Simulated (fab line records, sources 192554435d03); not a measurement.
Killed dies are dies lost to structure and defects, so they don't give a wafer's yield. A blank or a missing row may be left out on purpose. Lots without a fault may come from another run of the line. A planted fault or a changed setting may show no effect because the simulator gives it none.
Chamber matching | flow n5_finfet | N5_GATE_CUT_DESCUM_18 on rie_diel-01: 4 sister chambers
The step chemistry O2, time 7 s. 4 wafers are shown with their chamber, then 7 later ones without.

WAFERS WITH THEIR CHAMBER
wafer  | chamber | drypump_motor_current_A (A)
L082.2 | 2       | 5.72
L087.5 | 1       | 5.49
L089.1 | 0       | 5.43
L089.3 | 3       | 5.14

WAFERS WITHOUT THEIR CHAMBER
wafer  | drypump_motor_current_A (A)
L089.4 | 5.71
L096.1 | 5.18
L096.4 | 5.76
L096.6 | 5.17
L097.1 | 5.73
L097.2 | 5.16
L097.3 | 5.41

WHICH CHAMBER EACH WENT THROUGH
wafer  | from the rows above | in truth
L089.4 | 2                   | 2
L096.1 | 3                   | 3
L096.4 | 2                   | 2
L096.6 | 3                   | 3
L097.1 | 2                   | 2
L097.2 | 3                   | 3
L097.3 | 0                   | 0
Placed correctly: 7 of 7. Can't be placed from these rows: 0. Placed wrongly: 0.
How it was worked out, from the rows above alone: a wafer's distance from a chamber is the root of the sum, over the readings, of the square of ((its reading less the chamber's mean) divided by the reading's scatter). The wafer belongs to the nearest chamber; if the next one is less than 2 further off, it can't be placed. A chamber's mean is the mean of its shown wafers. The scatter: with one shown wafer a chamber, the root of the mean of the squares of how far each hidden wafer lies from its nearest shown one.
